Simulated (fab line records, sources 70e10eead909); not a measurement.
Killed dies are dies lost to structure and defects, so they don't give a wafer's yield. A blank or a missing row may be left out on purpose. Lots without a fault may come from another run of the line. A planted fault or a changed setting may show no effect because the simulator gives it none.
fab line records | flow nand_harc
record lots=24 wafers=72 last_day=33
route steps=1302 shown A_CHANNEL_HOLE_D1@484 A_CHANNEL_HOLE_D2@582 A_CHANNEL_FILL_D2@620
lots that met no fault: from a run of the same line without faults
start_h: hours from the record's first day to the start of the lot's first wafer shown | wait_h: hours since the lot's step before | " the same as in the row above | L1.1+2: a row that stands for several wafers | - no value, or no start given | * or withheld: withheld | < > ~ a bound
route shown NAME@n: a module of which the file shows steps, and the number in the route of the first | usual: mean/standard deviation of fault-free wafers | same: alike in all rows | chamber/n: place in a boat | sites: the reading at each site | _std_site: their standard deviation | _edge_site: outer sites' mean less inner sites' | radius_mm: how far each site lies from the wafer's centre | mask NAME#n: copy n | behind: the tool/chamber that last shaped the wafer | hold: why the lot was held/for how many hours/how that ended | device: the transistor (n, p or np) that didn't switch | end of line: the same wafers' tests at the end of the route | a step without rows: its recipe alone | killed: dies lost to structure and defects at the first sort, not the wafer's yield | map: a wafer's dies, x killed, . not, _ none there
set.NAME: the setting as run; set.NAME@STEP: as run at that earlier step | model.NAME: the simulator's own value behind a step, which no gauge read
steps of the route over a sample of lots; a table a step, a row a wafer
services: from which hour (start_h, from the record's first day; less than 0 if before it) a tool's chamber was out of use, for how many hours, and why
## steps
# step NHARC_A_CHANNEL_HOLE_D1_STRIP_27
# recipe o2_flow_sccm=500 ar_flow_sccm=0 bias_w=0 chemistry=O2
# usual drypump_motor_current_A=6.1/0.36 oes_product_au=1.001/0.013 rf_vpp_V=57.7/0.86 showerhead_plenum_p_Torr=3.52/0.1 throttle_valve_pct=17.037/0.0097
# columns lot.wafer tool chamber start_h wait_h drypump_motor_current_A oes_product_au rf_hours_counter_h rf_vpp_V showerhead_plenum_p_Torr throttle_valve_pct
L075.2 rie_diel-09 1 - - 6.2 1.017 11 56.3 3.49 17.036
L075.1 " 3 " " 5.8 0.993 13 57.3 3.56 17.050
L075.6 " 2 " " 6.2 1.005 - 58.2 3.37 17.044
L074.1 rie_diel-01 1 - - 6.6 0.988 15 57.8 3.57 17.047
L074.2 " 2 " " 6.2 0.992 16 56.2 3.45 17.042
L074.5 " 0 " " 6.1 1.014 - 56.3 3.46 17.041
L076.1 rie_diel-02 2 - - 6.5 1.006 48 56.0 3.28 17.034
L076.2 " 3 " " 5.5 1.008 49 58.2 3.44 17.031
L076.3 " 0 " " 6.1 0.999 42 57.2 3.27 17.031
L077.1 rie_diel-09 2 - - 6.1 1.013 21 56.1 3.36 17.025
L077.2 " 1 " " 6.3 0.995 19 58.1 3.48 17.035
L077.6 " 2 " " 6.1 1.014 - 57.1 3.36 17.031
L078.3 rie_diel-01 1 - - 6.7 0.998 1 58.9 3.57 17.035
L078.2 " 3 " " 5.6 0.992 1 58.4 3.60 17.022
L078.6 " 2 " " 6.2 0.996 - 58.2 3.45 17.044
L079.4 rie_diel-09 1 - - 6.2 0.994 29 57.5 3.48 17.051
L079.2 " 2 " " 6.2 1.009 29 56.4 3.36 17.057
L079.5 " 0 " " 6.0 1.021 - 57.2 3.52 17.023
L080.2 rie_diel-01 0 - - 6.1 1.017 3 58.8 3.46 17.043
L080.1 " 1 " " 6.7 0.993 3 58.5 3.57 17.044
L080.3 " 3 " " 5.6 0.987 3 57.5 3.60 17.025
L081.3 rie_diel-01 3 - - 5.6 0.989 4 57.8 3.59 17.043
L081.2 " 0 " " 6.1 1.021 4 58.2 3.46 17.044
L081.4 " 2 " " 6.2 1.002 3 58.2 3.45 17.047
L082.2 rie_diel-01 0 - - 6.1 1.010 6 58.0 3.46 17.045
L082.1 " 1 " " 6.7 0.996 6 58.3 3.57 17.022
L082.5 " 3 " " 5.6 1.000 - 58.4 3.59 17.046
L083.3 rie_diel-09 0 - - 6.1 1.016 36 57.3 3.51 17.042
L083.4 " 1 " " 6.2 0.992 40 59.1 3.47 17.041
L083.6 " 0 " " 6.1 1.021 - 58.0 3.51 17.025
L084.4 rie_diel-01 0 - - 6.1 1.012 - 58.3 3.46 17.032
L084.5 " 1 " " 6.6 0.993 - 57.1 3.57 17.035
L084.6 " 3 " " 5.6 1.000 - 58.4 3.59 17.037
L085.2 rie_diel-01 0 - - 6.1 1.005 8 57.9 3.46 17.038
L085.5 " 3 " " 5.6 0.986 - 57.9 3.59 17.054
L085.6 " 0 " " 6.1 1.007 - 58.4 3.46 17.045
L086.3 rie_diel-02 2 - - 6.5 1.006 34 59.4 3.79 17.013
L086.4 " 0 " " 6.1 1.005 24 58.2 3.79 17.030
L086.5 " 2 " " 6.5 1.000 - 56.2 3.79 17.031
L087.4 rie_diel-02 3 - - 5.5 0.998 34 57.0 3.42 17.039
L087.1 " 1 " " 5.9 1.018 32 57.6 3.64 17.030
L087.6 " 3 " " 5.5 0.977 - 56.4 3.42 17.033
L089.2 rie_diel-01 3 - - 5.6 0.993 10 57.0 3.59 17.033
L089.6 " 0 " " 6.1 1.017 - 57.5 3.46 17.038
L089.5 " 1 " " 6.6 0.995 - 58.1 3.56 17.025
L088.3 rie_diel-02 2 - - 6.5 0.998 45 57.5 3.78 17.046
L088.5 " 2 " " 6.5 0.994 - 58.0 3.78 17.049
L088.6 " 3 " " 5.5 0.995 - 56.3 3.42 17.032
L090.1 rie_diel-01 1 - - 6.6 0.993 12 57.0 3.56 17.060
L090.4 " 3 " " 5.6 0.984 11 57.3 3.59 17.040
L090.2 " 0 " " 6.1 1.001 11 58.5 3.46 17.041
L091.3 rie_diel-01 1 - - 6.7 1.000 13 56.8 3.56 17.025
L091.4 " 2 " " 6.2 0.982 11 57.4 3.44 17.023
L091.1 " 3 " " 5.6 0.980 12 57.6 3.59 17.045
L092.4 rie_diel-01 2 - - 6.2 0.986 12 57.7 3.44 17.031
L092.1 " 0 " " 6.1 1.022 14 57.4 3.46 17.046
L092.5 " 2 " " 6.2 0.990 - 58.1 3.44 17.028
L093.4 rie_diel-01 3 - - 5.6 1.000 14 58.8 3.59 17.027
L093.1 " 0 " " 6.1 1.022 14 57.5 3.46 17.041
L093.2 " 1 " " 6.6 1.011 14 57.7 3.56 17.049
L094.3 rie_diel-01 0 - - 6.1 1.015 0 59.0 3.46 17.026
L094.4 " 1 " " 6.6 1.014 0 57.2 3.56 17.037
L094.6 " 1 " " 6.7 1.021 - 57.1 3.56 17.033
L095.1 rie_diel-01 1 - - 6.7 1.012 1 58.7 3.56 17.031
L095.4 " 2 " " 6.2 0.980 1 57.5 3.44 17.032
L095.2 " 3 " " 5.6 0.981 1 58.0 3.59 17.040
L096.3 rie_diel-01 0 - - 6.1 1.011 1 56.7 3.46 17.053
L096.2 " 1 " " 6.7 1.002 1 57.5 3.56 17.046
L096.6 " 1 " " 6.7 1.002 - 59.2 3.56 17.023
L097.2 rie_diel-01 1 - - 6.6 1.001 1 57.9 3.56 17.032
L097.4 " 2 " " 6.2 0.988 2 57.4 3.44 17.032
L097.3 " 3 " " 5.6 0.990 2 56.6 3.59 17.044
# step NHARC_A_CHANNEL_HOLE_D2_CD_MEAS_10
# recipe target_cd_nm=100 landing_energy_ev=500
# usual cd_nm=99.9/0.51
# columns lot.wafer tool chamber start_h wait_h cd_nm
L075.1 cd_sem-03 0 292.24 - 99.9
L075.2 " 0 " " 100.4
L075.6 " 0 " " 99.2
L074.1 cd_sem-03 0 293.39 - 100.1
L074.2 " 0 " " 100.3
L074.5 " 0 " " 99.8
L077.1 cd_sem-03 0 315.05 - 100.2
L077.2 " 0 " " 100.9
L077.6 " 0 " " 99.6
L076.1 cd_sem-03 0 315.96 - 99.2
L076.2 " 0 " " 99.7
L076.3 " 0 " " 99.8
L078.2 cd_sem-03 0 321.19 - 99.9
L078.3 " 0 " " 100.0
L078.6 " 0 " " 100.1
L080.1 cd_sem-02 0 336.41 - 100.3
L080.2 " 0 " " 99.8
L080.3 " 0 " " 100.7
L079.2 cd_sem-02 0 342.99 - 100.1
L079.4 " 0 " " 99.8
L079.5 " 0 " " 100.0
L081.2 cd_sem-03 0 352.31 - 99.6
L081.3 " 0 " " 99.9
L081.4 " 0 " " 100.5
L082.1 cd_sem-03 0 370.23 - 99.6
L082.2 " 0 " " 100.6
L082.5 " 0 " " 99.6
L083.3 cd_sem-02 0 372.48 - 100.4
L083.4 " 0 " " 100.2
L083.6 " 0 " " 100.1
L084.4 cd_sem-03 0 401.38 - 100.0
L084.5 " 0 " " 99.1
L084.6 " 0 " " 99.6
L085.2 cd_sem-02 0 405.84 - 100.0
L085.5 " 0 " " 99.5
L085.6 " 0 " " 99.6
L087.1 cd_sem-02 0 406.96 - 99.9
L087.4 " 0 " " 99.9
L087.6 " 0 " " 99.5
L086.3 cd_sem-03 0 407.74 - 99.5
L086.4 " 0 " " 99.8
L086.5 " 0 " " 99.8
L088.3 cd_sem-03 0 439.30 - 100.1
L088.5 " 0 " " 100.6
L088.6 " 0 " " 100.4
L089.2 cd_sem-02 0 441.32 - 100.3
L089.5 " 0 " " 100.2
L089.6 " 0 " " 100.0
L090.1 cd_sem-02 0 455.53 - 101.2
L090.2 " 0 " " 100.8
L090.4 " 0 " " 100.1
L091.1 cd_sem-03 0 458.15 - 99.9
L091.3 " 0 " " 100.4
L091.4 " 0 " " 99.7
L092.1 cd_sem-02 0 469.37 - 100.3
L092.4 " 0 " " 99.3
L092.5 " 0 " " 100.7
L093.1 cd_sem-02 0 469.58 - 99.7
L093.2 " 0 " " 100.5
L093.4 " 0 " " 100.3
L095.1 cd_sem-03 0 499.17 - 99.8
L095.2 " 0 " " 100.3
L095.4 " 0 " " 100.1
L094.3 cd_sem-03 0 499.57 - 100.4
L094.4 " 0 " " 100.2
L094.6 " 0 " " 99.9
L097.2 cd_sem-01 0 510.81 - 100.0
L097.3 " 0 " " 100.1
L097.4 " 0 " " 100.2
L096.2 cd_sem-01 0 511.09 - 99.4
L096.3 " 0 " " 99.3
L096.6 " 0 " " 99.0
# step NHARC_A_CHANNEL_HOLE_D2_ETCH_39
# recipe target_depth_a=2600 over_etch_frac=0.3 time_s=325 ion_energy_ev=200 n2_flow_sccm=150 h2_flow_sccm=150 ar_flow_sccm=0 rf_w=400 bias_w=150 chemistry=N2/H2
# usual drypump_motor_current_A=5.6/0.45 oes_product_au=1.004/0.011 rf_vpp_V=431/3.1 showerhead_plenum_p_Torr=2.04/0.11 throttle_valve_pct=14.172/0.0087
# columns lot.wafer tool chamber start_h wait_h drypump_motor_current_A oes_product_au rf_hours_counter_h rf_vpp_V showerhead_plenum_p_Torr throttle_valve_pct
L075.1 rie_diel-07 0 - - 6.0 1.005 8.4 427 1.89 14.180
L075.2 " 1 " " 4.8 0.995 7.9 427 1.92 14.178
L075.6 " 1 " " 4.8 1.001 - 427 1.92 14.179
L074.2 rie_diel-08 3 - - 5.8 0.987 6.1 433 2.09 14.168
L074.1 " 0 " " 5.1 1.013 6.1 429 1.98 14.175
L074.5 " 0 " " 5.1 1.017 - 428 1.98 14.184
L077.2 rie_diel-07 1 - - 4.8 0.995 0.6 426 1.92 14.173
L077.1 " 3 " " 6.1 1.007 0.5 434 2.17 14.185
L077.6 " 1 " " 4.8 0.999 - 426 1.91 14.166
L076.2 rie_diel-08 3 - - 5.8 0.988 8.3 432 2.09 14.172
L076.1 " 0 " " 5.1 1.027 7.8 428 1.98 14.167
L076.3 " 1 " " 5.5 0.988 6.1 427 1.94 14.178
L078.2 rie_diel-08 1 - - 5.5 0.996 6.9 427 1.94 14.167
L078.3 " 0 " " 5.1 1.031 8.7 430 1.98 14.181
L078.6 " 1 " " 5.5 0.993 - 428 1.94 14.172
L080.3 rie_diel-08 2 - - 5.4 1.003 5.4 433 2.20 14.176
L080.1 " 3 " " 5.8 0.997 9.4 432 2.09 14.168
L080.2 " 0 " " 5.1 1.015 9.4 430 1.98 14.175
L079.2 rie_diel-06 2 - - 5.8 0.981 2.6 430 1.99 14.181
L079.4 " 3 " " 5.4 1.002 2.6 432 2.09 14.185
L079.5 " 3 " " 5.4 0.995 - 431 2.09 14.162
L081.4 rie_diel-07 3 - - 6.2 1.008 1.9 433 2.17 14.178
L081.2 " 0 " " 6.0 1.012 1.7 427 1.89 14.160
L081.3 " 2 " " 6.2 1.029 1.9 433 2.18 14.172
L082.1 rie_diel-07 1 - - 4.8 0.984 2.7 426 1.91 14.174
L082.2 " 3 " " 6.1 0.996 3.4 434 2.17 14.171
L082.5 " 0 " " 6.0 1.000 - 428 1.89 14.185
L083.3 rie_diel-07 3 - - 6.1 1.010 3.7 434 2.17 14.168
L083.4 " 0 " " 6.0 1.012 3.6 427 1.89 14.184
L083.6 " 1 " " 4.8 0.999 - 427 1.91 14.157
L084.4 rie_diel-07 0 - - 6.0 1.011 4.6 426 1.89 14.168
L084.5 " 3 " " 6.1 1.016 - 432 2.17 14.171
L084.6 " 0 " " 6.0 1.007 - 426 1.89 14.167
L085.2 rie_diel-06 3 - - 5.5 1.001 8.7 433 2.09 14.169
L085.6 " 2 " " 5.8 0.992 - 429 1.98 14.171
L085.5 " 3 " " 5.5 1.003 - 431 2.09 14.159
L087.1 rie_diel-08 0 - - 5.1 0.994 1.2 429 1.98 14.165
L087.4 " 2 " " 5.4 1.011 0.9 434 2.20 14.165
L087.6 " 3 " " 5.8 1.001 - 432 2.09 14.178
L086.3 rie_diel-06 0 - - 5.3 1.003 7.3 431 2.05 14.176
L086.4 " 2 " " 5.8 0.993 9.2 428 1.98 14.167
L086.5 " 1 " " 6.0 1.010 - 433 2.11 14.180
L088.3 rie_diel-07 1 - - 4.8 0.998 6.9 426 1.91 14.157
L088.6 " 2 " " 6.2 1.013 - 434 2.18 14.172
L088.5 " 3 " " 6.2 1.014 - 436 2.16 14.187
L089.2 rie_diel-08 2 - - 5.4 1.000 2.2 435 2.20 14.161
L089.6 " 1 " " 5.5 1.000 - 428 1.94 14.172
L089.5 " 2 " " 5.4 1.005 - 433 2.20 14.166
L090.2 rie_diel-07 1 - - 4.8 1.009 7.3 427 1.91 14.164
L090.1 " 2 " " 6.2 1.012 8.2 435 2.18 14.169
L090.4 " 3 " " 6.2 1.007 8.3 434 2.16 14.172
L091.1 rie_diel-07 0 - - 6.0 1.013 8.1 427 1.89 14.175
L091.4 " 1 " " 4.8 0.999 7.8 427 1.91 14.171
L091.3 " 2 " " 6.2 1.019 8.7 436 2.18 14.158
L092.1 rie_diel-07 1 - - 4.8 0.989 9.0 428 1.91 14.173
L092.4 " 2 " " 6.2 1.006 10.0 434 2.17 14.171
L092.5 " 1 " " 4.8 0.993 - 428 1.91 14.178
L093.1 rie_diel-08 1 - - 5.5 1.006 5.4 428 1.94 14.173
L093.2 " 2 " " 5.4 1.010 5.6 435 2.20 14.175
L093.4 " 0 " " 5.1 0.988 4.9 430 1.98 14.190
L095.2 rie_diel-07 2 - - 6.2 0.997 0.9 434 2.17 14.161
L095.1 " 3 " " 6.2 1.013 0.7 435 2.16 14.180
L095.4 " 2 " " 6.2 0.990 - 434 2.17 14.173
L094.3 rie_diel-08 2 - - 5.4 1.010 7.0 435 2.20 14.190
L094.4 " 3 " " 5.8 0.998 6.7 432 2.09 14.162
L094.6 " 2 " " 5.4 1.013 - 434 2.20 14.169
L097.2 rie_diel-08 0 - - 5.1 0.996 6.8 429 1.98 14.163
L097.3 " 1 " " 5.5 1.008 7.2 429 1.94 14.157
L097.4 " 3 " " 5.8 1.008 7.4 432 2.08 14.182
L096.3 rie_diel-07 2 - - 6.2 0.987 2.3 434 2.17 14.177
L096.2 " 3 " " 6.1 1.023 1.5 434 2.16 14.184
L096.6 " 0 " " 6.0 1.000 - 425 1.89 14.181
# step NHARC_A_CHANNEL_HOLE_D2_ETCH_22
# recipe bias_v=3000 source_w=withheld pressure_mtorr=20 time_s=666.7 ar_flow_sccm=375 c4f8_flow_sccm=89.3 o2_flow_sccm=35.7 temp_c=-20 target_depth_a=16000 chemistry=C4F8/O2/Ar
# usual drypump_motor_current_A=5.4/0.58 showerhead_plenum_p_Torr=3.69/0.099 throttle_valve_pct=32.156/0.0099
# columns lot.wafer tool chamber start_h wait_h drypump_motor_current_A rf_hours_counter_h showerhead_plenum_p_Torr throttle_valve_pct
L075.1 har_etch-02 1 296.42 0.4 5.3 357 3.63 32.172
L075.2 " 0 " " 4.8 365 3.73 32.174
L075.6 " 0 " " 4.8 - 3.73 32.160
L074.1 har_etch-02 1 300.58 0.4 5.4 361 3.63 32.148
L074.2 " 0 " " 4.8 369 3.73 32.162
L074.5 " 0 " " 4.8 - 3.73 32.161
L077.2 har_etch-01 0 318.29 0.4 6.5 164 3.69 32.151
L077.1 " 1 " " 5.2 164 3.64 32.157
L077.6 " 0 " " 6.5 - 3.69 32.159
L076.1 har_etch-02 0 319.15 0.4 4.8 380 3.72 32.166
L076.2 " 1 " " 5.3 373 3.62 32.151
L076.3 " 0 " " 4.8 - 3.72 32.151
L078.2 har_etch-02 0 324.00 0.4 4.8 384 3.72 32.175
L078.3 " 1 " " 5.3 - 3.62 32.162
L078.6 " 0 " " 4.8 - 3.72 32.159
L080.1 har_etch-01 0 338.63 0.4 6.5 176 3.69 32.139
L080.2 " 1 " " 5.2 176 3.64 32.158
L080.3 " 0 " " 6.5 - 3.69 32.155
L079.2 har_etch-02 0 345.23 0.4 4.8 396 3.71 32.157
L079.4 " 0 " " 4.8 - 3.71 32.155
L079.5 " 0 " " 4.8 - 3.71 32.149
L081.2 har_etch-02 1 354.77 0.4 5.3 396 3.61 32.162
L081.3 " 1 " " 5.3 - 3.61 32.144
L081.4 " 0 " " 4.8 - 3.71 32.160
L082.2 har_etch-02 1 372.45 0.4 5.3 403 3.61 32.159
L082.1 " 0 " " 4.8 411 3.70 32.156
L082.5 " 1 " " 5.3 - 3.61 32.162
L083.4 har_etch-01 0 376.38 0.4 6.5 - 3.67 32.148
L083.3 " 1 " " 5.2 - 3.62 32.155
L083.6 " 0 " " 6.5 - 3.67 32.134
L084.4 har_etch-02 1 403.79 0.4 5.3 - 3.93 32.146
L084.5 " 1 " " 5.3 - 3.93 32.158
L084.6 " 0 " " 4.8 - 3.70 32.160
L085.2 har_etch-01 0 411.30 0.4 6.5 225 3.66 32.144
L085.6 " 1 " " 5.2 - 3.61 32.151
L085.5 " 0 " " 6.5 - 3.66 32.152
L087.1 har_etch-02 1 411.94 0.4 5.3 16 3.92 32.154
L087.4 " 0 " " 4.8 - 3.69 32.164
L087.6 " 0 " " 4.8 - 3.69 32.138
L086.4 har_etch-01 1 415.55 0.4 5.2 - 3.61 32.153
L086.3 " 0 " " 6.5 - 3.66 32.145
L086.5 " 0 " " 6.5 - 3.66 32.162
L088.3 har_etch-01 1 441.71 0.4 5.2 - 3.61 32.178
L088.6 " 1 " " 5.2 - 3.61 32.161
L088.5 " 0 " " 6.5 - 3.66 32.163
L089.2 har_etch-02 1 443.65 0.4 5.3 24 3.92 32.167
L089.6 " 0 " " 4.8 - 3.69 32.154
L089.5 " 1 " " 5.3 - 3.92 32.164
L090.2 har_etch-01 1 459.03 0.4 5.3 248 3.60 32.165
L090.1 " 0 " " 6.5 248 3.65 32.170
L090.4 " 1 " " 5.2 - 3.60 32.155
L091.1 har_etch-02 0 460.48 0.4 4.8 39 3.68 32.150
L091.4 " 1 " " 5.3 - 3.91 32.164
L091.3 " 0 " " 4.8 - 3.68 32.143
L092.1 har_etch-01 0 474.38 0.4 6.5 259 3.64 32.161
L092.4 " 0 " " 6.4 - 3.64 32.170
L092.5 " 1 " " 5.2 - 3.59 32.165
L093.1 har_etch-02 1 474.88 0.4 5.3 50 3.90 32.143
L093.2 " 0 " " 4.8 50 3.67 32.143
L093.4 " 1 " " 5.3 - 3.90 32.160
L095.1 har_etch-01 0 501.63 0.4 6.4 275 3.63 32.159
L095.2 " 1 " " 5.2 275 3.58 32.157
L095.4 " 0 " " 6.5 - 3.63 32.159
L094.4 har_etch-02 0 501.99 0.4 4.8 - 3.67 32.148
L094.3 " 1 " " 5.3 - 3.90 32.143
L094.6 " 0 " " 4.8 - 3.67 32.158
L097.2 har_etch-01 0 513.21 0.4 6.5 283 3.63 32.136
L097.3 " 1 " " 5.2 - 3.58 32.146
L097.4 " 0 " " 6.5 - 3.63 32.151
L096.2 har_etch-02 0 515.08 0.4 4.8 70 3.66 32.157
L096.3 " 0 " " 4.8 - 3.66 32.156
L096.6 " 1 " " 5.3 - 3.89 32.164
# step NHARC_A_CHANNEL_HOLE_D2_ETCH_24
# recipe bias_v=5000 source_w=withheld pressure_mtorr=20 time_s=906.2 ar_flow_sccm=375 c4f8_flow_sccm=93.8 o2_flow_sccm=31.2 temp_c=-20 target_depth_a=15000 chemistry=C4F8/O2/Ar
# usual drypump_motor_current_A=5.4/0.58 showerhead_plenum_p_Torr=3.69/0.099 throttle_valve_pct=32.236/0.0084
# columns lot.wafer tool chamber start_h wait_h drypump_motor_current_A rf_hours_counter_h showerhead_plenum_p_Torr throttle_valve_pct
L075.1 har_etch-02 1 297.69 0.6 5.3 359 3.63 32.238
L075.2 " 0 " " 4.8 366 3.72 32.220
L075.6 " 0 " " 4.8 - 3.72 32.232
L074.1 har_etch-02 1 301.84 0.6 5.3 362 3.62 32.236
L074.2 " 0 " " 4.8 370 3.72 32.244
L074.5 " 0 " " 4.8 - 3.72 32.240
L077.2 har_etch-01 0 319.53 0.6 6.5 165 3.69 32.236
L077.1 " 1 " " 5.2 165 3.64 32.239
L077.6 " 0 " " 6.4 - 3.69 32.232
L076.1 har_etch-02 0 320.42 0.6 4.8 382 3.71 32.237
L076.2 " 1 " " 5.3 374 3.62 32.237
L076.3 " 0 " " 4.8 - 3.71 32.224
L078.2 har_etch-02 0 325.30 0.6 4.8 386 3.71 32.224
L078.3 " 1 " " 5.3 - 3.61 32.230
L078.6 " 0 " " 4.8 - 3.71 32.221
L080.1 har_etch-01 0 339.90 0.6 6.5 177 3.68 32.239
L080.2 " 1 " " 5.2 177 3.63 32.247
L080.3 " 0 " " 6.5 - 3.68 32.234
L079.2 har_etch-02 0 346.51 0.6 4.8 397 3.71 32.230
L079.4 " 0 " " 4.8 - 3.71 32.238
L079.5 " 0 " " 4.8 - 3.71 32.227
L081.2 har_etch-02 1 356.03 0.6 5.3 397 3.61 32.228
L081.3 " 1 " " 5.3 - 3.61 32.243
L081.4 " 0 " " 4.8 - 3.70 32.243
L082.2 har_etch-02 1 373.71 0.6 5.3 405 3.60 32.232
L082.1 " 0 " " 4.8 412 3.70 32.235
L082.5 " 1 " " 5.3 - 3.60 32.230
L083.4 har_etch-01 0 377.71 0.6 6.5 - 3.67 32.227
L083.3 " 1 " " 5.2 - 3.62 32.226
L083.6 " 0 " " 6.5 - 3.67 32.253
L084.4 har_etch-02 1 405.12 0.6 5.3 - 3.92 32.235
L084.5 " 1 " " 5.3 - 3.92 32.237
L084.6 " 0 " " 4.9 - 3.69 32.235
L085.2 har_etch-01 0 412.59 0.6 6.5 226 3.65 32.232
L085.6 " 1 " " 5.2 - 3.61 32.243
L085.5 " 0 " " 6.4 - 3.66 32.235
L087.1 har_etch-02 1 413.22 0.6 5.3 17 3.92 32.224
L087.4 " 0 " " 4.8 - 3.69 32.240
L087.6 " 0 " " 4.8 - 3.69 32.239
L086.4 har_etch-01 1 416.87 0.6 5.2 - 3.60 32.237
L086.3 " 0 " " 6.4 - 3.65 32.243
L086.5 " 0 " " 6.5 - 3.65 32.236
L088.3 har_etch-01 1 443.05 0.6 5.2 - 3.60 32.244
L088.6 " 1 " " 5.2 - 3.60 32.218
L088.5 " 0 " " 6.5 - 3.65 32.234
L089.2 har_etch-02 1 444.95 0.6 5.3 25 3.91 32.235
L089.6 " 0 " " 4.8 - 3.68 32.243
L089.5 " 1 " " 5.3 - 3.91 32.250
L090.2 har_etch-01 1 460.30 0.6 5.2 249 3.59 32.230
L090.1 " 0 " " 6.4 249 3.64 32.240
L090.4 " 1 " " 5.2 - 3.59 32.249
L091.1 har_etch-02 0 461.77 0.6 4.8 40 3.68 32.246
L091.4 " 1 " " 5.3 - 3.91 32.239
L091.3 " 0 " " 4.8 - 3.67 32.250
L092.1 har_etch-01 0 475.63 0.6 6.5 261 3.64 32.245
L092.4 " 0 " " 6.5 - 3.64 32.224
L092.5 " 1 " " 5.2 - 3.59 32.245
L093.1 har_etch-02 1 476.14 0.6 5.3 52 3.90 32.247
L093.2 " 0 " " 4.8 52 3.67 32.242
L093.4 " 1 " " 5.3 - 3.90 32.227
L095.1 har_etch-01 0 502.89 0.6 6.5 276 3.63 32.234
L095.2 " 1 " " 5.2 276 3.58 32.254
L095.4 " 0 " " 6.5 - 3.63 32.256
L094.4 har_etch-02 0 503.32 0.6 4.8 - 3.66 32.229
L094.3 " 1 " " 5.3 - 3.89 32.234
L094.6 " 0 " " 4.8 - 3.66 32.247
L097.2 har_etch-01 0 514.50 0.6 6.5 284 3.62 32.228
L097.3 " 1 " " 5.2 - 3.58 32.261
L097.4 " 0 " " 6.5 - 3.62 32.229
L096.2 har_etch-02 0 516.38 0.6 4.8 71 3.66 32.239
L096.3 " 0 " " 4.8 - 3.66 32.243
L096.6 " 1 " " 5.3 - 3.89 32.234
# step NHARC_A_CHANNEL_FILL_D2_ETCHBACK_20
# recipe target_depth_a=270 time_s=13.5 c4f8_flow_sccm=withheld o2_flow_sccm=8 ar_flow_sccm=withheld rf_w=600 bias_w=1500 chemistry=C4F8/O2/Ar
# usual oes_product_au=0.998/0.021 rf_vpp_V=979/5.2
# columns lot.wafer tool chamber start_h wait_h oes_product_au rf_hours_counter_h rf_vpp_V
L075.1 rie_diel-03 1 326.79 - 1.000 1 977
L075.2 " 3 " " 1.014 1 987
L075.6 " 0 " " 1.003 - 981
L074.1 rie_diel-13 3 326.80 - 0.972 4 970
L074.2 " 0 " " 0.991 4 977
L074.5 " 1 " " 0.982 - 973
L077.1 rie_diel-03 0 346.91 - 0.989 2 981
L077.2 " 3 " " 0.995 2 987
L077.6 " 0 " " 0.984 - 981
L076.1 rie_diel-11 1 346.99 - 1.017 12 980
L076.3 " 2 " " 0.990 13 983
L076.2 " 0 " " 1.005 14 975
L078.2 rie_diel-03 0 356.76 - 0.990 2 982
L078.3 " 2 " " 0.991 2 979
L078.6 " 0 " " 1.008 - 981
L080.1 rie_diel-13 1 371.46 - 1.005 1 973
L080.2 " 2 " " 1.032 1 980
L080.3 " 3 " " 1.016 1 968
L079.4 rie_diel-11 3 383.39 - 1.007 19 988
L079.2 " 2 " " 0.977 19 982
L079.5 " 3 " " 0.997 - 986
L081.2 rie_diel-03 0 386.24 - 1.003 3 981
L081.3 " 1 " " 1.000 3 977
L081.4 " 0 " " 0.993 - 980
L083.3 rie_diel-03 0 411.83 - 0.998 3 981
L083.4 " 1 " " 0.988 3 977
L083.6 " 0 " " 0.991 - 982
L082.1 rie_diel-13 2 411.83 - 1.010 2 977
L082.2 " 3 " " 0.994 2 970
L082.5 " 2 " " 1.001 - 978
L084.4 rie_diel-13 2 432.77 - 1.013 2 979
L084.5 " 0 " " 1.003 - 980
L084.6 " 1 " " 1.012 - 974
L085.2 rie_diel-13 1 439.93 - 1.025 2 972
L085.6 " 1 " " 1.017 - 974
L085.5 " 2 " " 1.010 - 981
L087.4 rie_diel-03 2 439.93 - 0.935 3 980
L087.1 " 1 " " 0.923 4 978
L087.6 " 2 " " 0.924 - 979
L086.3 rie_diel-13 3 444.61 - 0.993 3 970
L086.4 " 0 " " 1.016 3 978
L086.5 " 2 " " 1.013 - 979
L088.3 rie_diel-03 3 470.65 - 1.001 0 987
L088.6 " 0 " " 1.003 - 981
L088.5 " 2 " " 1.016 - 979
L089.2 rie_diel-13 1 470.66 - 0.996 3 972
L089.5 " 2 " " 0.995 - 979
L089.6 " 3 " " 1.012 - 969
L091.3 rie_diel-03 3 491.01 - 1.011 1 988
L091.4 " 1 " " 1.011 1 979
L091.1 " 2 " " 1.007 1 981
L090.4 rie_diel-13 0 491.02 - 1.027 4 979
L090.2 " 1 " " 1.012 4 973
L090.1 " 2 " " 1.005 4 979
L092.1 rie_diel-13 1 504.43 - 0.997 4 973
L092.4 " 0 " " 0.993 4 977
L092.5 " 1 " " 1.009 - 973
L093.1 rie_diel-03 3 504.44 - 1.007 1 988
L093.2 " 1 " " 0.997 1 978
L093.4 " 2 " " 1.005 1 980
L095.2 rie_diel-03 3 530.47 - 1.011 2 988
L095.1 " 1 " " 1.006 2 979
L095.4 " 2 " " 1.004 2 977
L094.3 rie_diel-13 3 530.49 - 1.012 0 971
L094.4 " 0 " " 1.017 0 978
L094.6 " 1 " " 1.010 - 972
L096.2 rie_diel-11 0 542.42 - 0.979 16 975
L096.3 " 2 " " 0.993 12 981
L096.6 " 0 " " 0.987 - 977
L097.2 rie_diel-03 0 542.44 - 0.970 2 980
L097.3 " 1 " " 0.977 2 978
L097.4 " 2 " " 0.971 2 978
## services
# columns tool chamber start_h hours kind
rie_diel-03 2 184.09 4.3 repair
rie_diel-07 2 184.54 11.3 repair
rie_diel-01 - 201.32 1.2 repair
rie_diel-01 - 203.80 9.0 pm
rie_diel-07 2 210.74 13.1 repair
rie_diel-03 0 223.08 5.4 repair
har_etch-01 - 228.27 0.0 repair
rie_diel-03 2 258.87 4.8 repair
rie_diel-03 - 281.30 9.0 pm
rie_diel-01 2 285.33 4.1 repair
rie_diel-07 - 294.20 9.0 pm
rie_diel-03 - 294.67 1.5 repair
rie_diel-03 2 332.04 8.3 repair
har_etch-01 - 354.72 2.9 repair
rie_diel-07 0 374.98 5.6 repair
rie_diel-03 0 376.36 1.7 repair
har_etch-02 - 377.00 17.0 pm
rie_diel-01 - 380.80 9.0 pm
rie_diel-07 1 445.56 8.5 repair
rie_diel-07 - 471.20 9.0 pm
rie_diel-07 1 498.53 7.9 repair
har_etch-02 - 499.85 1.0 repair
rie_diel-07 3 500.99 3.9 repair
rie_diel-07 1 523.99 7.7 repair
## key
fault none
